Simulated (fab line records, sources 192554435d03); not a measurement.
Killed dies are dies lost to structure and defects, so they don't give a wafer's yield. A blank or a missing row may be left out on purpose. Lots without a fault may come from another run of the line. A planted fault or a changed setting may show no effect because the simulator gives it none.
Split-lot experiment | flow n5_finfet | 7 lots, 39 wafers read, on a route of 1938 steps

THE SPLIT
At N5_GATE_CUT_ETCH_58 (etches SiNx in CH3F/O2, target depth 17 nm, time 128.6 s), the setting time_s was moved away from the recipe's 128.6 s on 12 of the 39 wafers read, by -23.5% to +19.9%. The other wafers ran this setting at the recipe's value.

The reading is taken at the split's own step.

THE READING
etch.depth_nm (the simulator's own value, which no gauge read), in nm, at N5_GATE_CUT_ETCH_58 (etches SiNx in CH3F/O2, target depth 17 nm, time 128.6 s). The file gives no usual value for it. The 27 wafers here that ran the recipe average 16.99 nm, standard deviation 0.4 nm.

wafer  | tool, chamber at the split | time_s as run, s | against the recipe | etch.depth_nm, nm | against lot-mates on the recipe
L076.2 | rie_diel-05, 3             | 128.6            | recipe             | 16.63             | -
L076.5 | rie_diel-05, 3             | 128.6            | recipe             | 16.53             | -
L076.6 | rie_diel-05, 2             | 128.6            | recipe             | 16.95             | -
L081.1 | rie_diel-05, 1             | 128.6            | recipe             | 17.59             | -
L081.2 | rie_diel-05, 3             | 128.6            | recipe             | 16.56             | -
L081.3 | rie_diel-05, 2             | 128.6            | recipe             | 17.13             | -
L081.4 | rie_diel-05, 0             | 128.6            | recipe             | 17.2              | -
L081.5 | rie_diel-05, 0             | 128.6            | recipe             | 17.14             | -
L081.6 | rie_diel-05, 1             | 128.6            | recipe             | 17.56             | -
L082.1 | rie_diel-02, 2             | 154.2            | +19.9%             | 20.14             | +3.48
L082.2 | rie_diel-02, 0             | 154.2            | +19.9%             | 20.08             | +3.42
L082.3 | rie_diel-02, 3             | 128.6            | recipe             | 16.66             | -
L082.4 | rie_diel-02, 1             | 154.2            | +19.9%             | 19.87             | +3.21
L082.5 | rie_diel-02, 1             | 128.6            | recipe             | 16.57             | -
L082.6 | rie_diel-02, 0             | 128.6            | recipe             | 16.74             | -
L083.1 | rie_diel-01, 2             | 128.6            | recipe             | 17.09             | -
L083.2 | rie_diel-01, 3             | 128.6            | recipe             | 16.94             | -
L083.3 | rie_diel-01, 0             | 108.2            | -15.9%             | 14.39             | -2.74
L083.4 | rie_diel-01, 1             | 128.6            | recipe             | 17.36             | -
L083.5 | rie_diel-01, 3             | 108.2            | -15.9%             | 14.23             | -2.90
L083.6 | rie_diel-01, 2             | 108.2            | -15.9%             | 14.41             | -2.72
L089.1 | rie_diel-02, 0             | 112              | -12.9%             | 14.5              | -1.94
L089.2 | rie_diel-02, 2             | 112              | -12.9%             | 14.31             | -2.13
L089.3 | rie_diel-02, 2             | 112              | -12.9%             | 14.2              | -2.24
L089.4 | rie_diel-02, 0             | 128.6            | recipe             | 16.44             | -
L089.5 | rie_diel-02, 2             | 128.6            | recipe             | 16.26             | -
L089.6 | rie_diel-02, 0             | 128.6            | recipe             | 16.63             | -
L090.1 | rie_diel-01, 3             | 128.6            | recipe             | 16.87             | -
L090.2 | rie_diel-01, 2             | 128.6            | recipe             | 16.96             | -
L090.3 | rie_diel-01, 1             | 128.6            | recipe             | 17.4              | -
L090.4 | rie_diel-01, 0             | 128.6            | recipe             | 17.56             | -
L090.5 | rie_diel-01, 1             | 128.6            | recipe             | 17.25             | -
L090.6 | rie_diel-01, 0             | 128.6            | recipe             | 17.44             | -
L093.1 | rie_diel-02, 1             | 98.43            | -23.5%             | 12.44             | -4.67
L093.2 | rie_diel-02, 3             | 98.43            | -23.5%             | 13.31             | -3.80
L093.3 | rie_diel-02, 1             | 98.43            | -23.5%             | 12.55             | -4.56
L093.4 | rie_diel-02, 3             | 128.6            | recipe             | 17.44             | -
L093.5 | rie_diel-02, 3             | 128.6            | recipe             | 17.52             | -
L093.6 | rie_diel-02, 1             | 128.6            | recipe             | 16.37             | -

THE FIT
A straight line over all 39 wafers: etch.depth_nm changes by +0.171 nm for each +1% of time_s; r = +0.97; the points scatter about the line by 0.4 nm.
The same after taking each lot's own level away (the mean of its wafers on the recipe; 39 wafers): +0.176 nm for each +1%; r = +0.99; scatter 0.28 nm.
On that fit, the largest move of time_s shifts the reading by 4.1 nm.
The lots' own levels span 16.443 to 17.247 nm, that is 2.0 times the standard deviation above.
So the lot-to-lot level changes the slope little: the two slopes agree.
Check: with one of the wafers moved furthest among these (-23.5%) left out of the fit, the line predicts -4.05 nm for it against its lot-mates. It came out at -4.67 nm against them.

OTHER SPLITS ON THESE WAFERS
These wafers also went through other splits before the reading. Each is held against what the fit with the lots' levels taken away leaves over:
other split on the same wafers   | wafers away from the commonest value | r with etch.depth_nm (lot level and that fit taken away)
N5_FIN_SAQP_ETCH_65 time_s       | 12                                   | +0.12
N5_DUMMY_GATE_EXPOSE_12 dose_mj  | 9                                    | +0.05
N5_SD_EPI_N_SD_RECESS_17 time_s  | 15                                   | -0.17
N5_SD_EPI_N_EPI_21 pressure_torr | 30                                   | -0.02
N5_HKMG_FIN_ETCH_31 bias_w       | 15                                   | +0.16

THE FILE'S OWN FIT
etch.depth_nm changes by +0.176 nm for each +1% of time_s, r = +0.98.
